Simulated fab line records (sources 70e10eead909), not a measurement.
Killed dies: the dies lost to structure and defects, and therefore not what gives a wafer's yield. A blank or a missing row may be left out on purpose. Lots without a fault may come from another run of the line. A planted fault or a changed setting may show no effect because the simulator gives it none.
Chamber matching | flow nandHarc | NHARC_P_GATE_DESCUM_31 on rieDiel-11 has 4 sister chambers
The step chemistry O2, time 3 s. 8 wafers are shown with their chamber, then 6 later ones without.

## WAFERS WITH THEIR CHAMBER
wafer  | chamber | showerheadPlenumPTorr (Torr) | drypumpMotorCurrentA (A)
L763.4 | 0       | 2.02                         | 5.6
L765.6 | 3       | 1.95                         | 5.5
L775.1 | 0       | 2.01                         | 5.7
L776.1 | 1       | 1.87                         | 5.0
L776.5 | 2       | 2.01                         | 5.4
L778.1 | 2       | 2.01                         | 5.5
L778.3 | 1       | 1.87                         | 5.0
L778.5 | 3       | 1.95                         | 5.4

## WAFERS WHOSE CHAMBER IS MISSING
wafer  | showerheadPlenumPTorr (Torr) | drypumpMotorCurrentA (A)
L781.1 | 2.00                         | 5.4
L781.2 | 1.87                         | 5.0
L781.3 | 2.01                         | 5.7
L782.1 | 2.01                         | 5.5
L782.5 | 2.01                         | 5.7
L782.6 | 1.95                         | 5.5

## EACH ONE'S CHAMBER
wafer  | from the rows above | in truth
L781.1 | 2                   | 2
L781.2 | 1                   | 1
L781.3 | 0                   | 0
L782.1 | 2                   | 2
L782.5 | 0                   | 0
L782.6 | 3                   | 3
Correctly placed: 6 of 6. Left unplaced by these rows: 0. Wrongly placed: 0.
How it was worked out, from the rows above alone: a wafer's distance from a chamber is the root of the sum, over the readings, of the square of ((its reading less the chamber's mean) divided by the reading's scatter). If the next closest chamber is less than 2 further off than the closest, the wafer can't be placed; otherwise it belongs to the closest. Each chamber's mean is taken over the wafers shown for it. The scatter: the root of (the sum of the squares of (reading less its chamber's mean) over the shown wafers, divided by (wafers less chambers)).
